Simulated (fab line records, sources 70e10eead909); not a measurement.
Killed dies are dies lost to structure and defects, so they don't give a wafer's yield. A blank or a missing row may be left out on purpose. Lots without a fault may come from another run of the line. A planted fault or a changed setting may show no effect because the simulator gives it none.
Chamber matching | flow nand_harc | NHARC_A_STAIRCASE_DESCUM_252 on rie_diel-13: 4 sister chambers
The step chemistry O2, time 3 s. 24 wafers are shown with their chamber, then 12 later ones without.

WAFERS WITH THEIR CHAMBER
wafer  | chamber | drypump_motor_current_A (A) | showerhead_plenum_p_Torr (Torr) | rf_vpp_V (V)
L075.2 | 3       | 5.4                         | 1.78                            | 59.3
L075.3 | 0       | 6.0                         | 1.85                            | 57.5
L075.6 | 3       | 5.4                         | 1.78                            | 58.6
L074.3 | 3       | 5.4                         | 1.78                            | 58.4
L074.5 | 0       | 6.0                         | 1.85                            | 57.2
L074.6 | 3       | 5.4                         | 1.78                            | 57.6
L082.2 | 0       | 6.1                         | 1.84                            | 57.7
L082.3 | 3       | 5.4                         | 1.78                            | 57.7
L082.4 | 1       | 5.9                         | 1.95                            | 59.5
L083.1 | 1       | 5.9                         | 1.95                            | 58.4
L083.2 | 3       | 5.4                         | 1.78                            | 57.5
L083.3 | 0       | 6.1                         | 1.84                            | 57.4
L085.1 | 1       | 5.9                         | 1.95                            | 58.1
L085.3 | 2       | 5.3                         | 1.81                            | 55.9
L085.4 | 0       | 6.0                         | 1.84                            | 57.5
L088.1 | 2       | 5.3                         | 1.81                            | 58.5
L088.2 | 1       | 5.9                         | 1.94                            | 57.8
L088.6 | 2       | 5.3                         | 1.81                            | 57.7
L091.1 | 1       | 5.9                         | 1.94                            | 57.6
L091.5 | 1       | 5.9                         | 1.94                            | 58.7
L091.6 | 0       | 6.0                         | 1.84                            | 57.8
L090.2 | 2       | 5.3                         | 1.81                            | 57.5
L090.5 | 0       | 6.0                         | 1.84                            | 55.9
L090.6 | 3       | 5.4                         | 2.08                            | 59.1

SIGNATURES (means of the wafers above)
reading                  | chamber 0 | chamber 1 | chamber 2 | chamber 3 | scatter within a chamber
drypump_motor_current_A  | 6.029     | 5.900     | 5.300     | 5.400     | 0.0267
showerhead_plenum_p_Torr | 1.8429    | 1.9450    | 1.8100    | 1.8229    | 0.0622
rf_vpp_V                 | 57.286    | 58.350    | 57.400    | 58.314    | 0.763
Rule: a wafer's distance from a chamber is the root of the sum, over the readings, of the square of ((its reading less the chamber's mean) divided by the reading's scatter). The wafer belongs to the nearest chamber; if the next one is less than 2 further off, it can't be placed. The scatter: the root of (the sum of the squares of (reading less its chamber's mean) over the shown wafers, divided by (wafers less chambers)).

WAFERS WITHOUT THEIR CHAMBER
wafer  | drypump_motor_current_A (A) | showerhead_plenum_p_Torr (Torr) | rf_vpp_V (V)
L093.1 | 6.1                         | 1.83                            | 56.6
L093.4 | 5.4                         | 2.07                            | 57.9
L093.6 | 5.3                         | 1.81                            | 56.9
L096.1 | 5.4                         | 2.07                            | 58.3
L096.2 | 5.4                         | 1.80                            | 56.5
L096.3 | 5.9                         | 1.94                            | 57.0
L096.4 | 5.5                         | 2.07                            | 58.6
L096.5 | 5.3                         | 1.80                            | 58.3
L096.6 | 5.9                         | 1.94                            | 58.6
L097.1 | 5.4                         | 2.07                            | 58.7
L097.2 | 5.3                         | 1.80                            | 57.4
L097.5 | 6.1                         | 1.83                            | 57.9

WHICH CHAMBER EACH WENT THROUGH
wafer  | from the rows above     | in truth
L093.1 | 0                       | 0
L093.4 | can't be placed: 3 or 2 | 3
L093.6 | 2                       | 2
L096.1 | can't be placed: 3 or 2 | 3
L096.2 | can't be placed: 3 or 2 | 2
L096.3 | 1                       | 1
L096.4 | 3                       | 3
L096.5 | 2                       | 2
L096.6 | 1                       | 1
L097.1 | can't be placed: 3 or 2 | 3
L097.2 | 2                       | 2
L097.5 | 0                       | 0
Placed correctly: 8 of 12. Can't be placed from these rows: 4 (the true chamber is among the candidates in 4). Placed wrongly: 0.
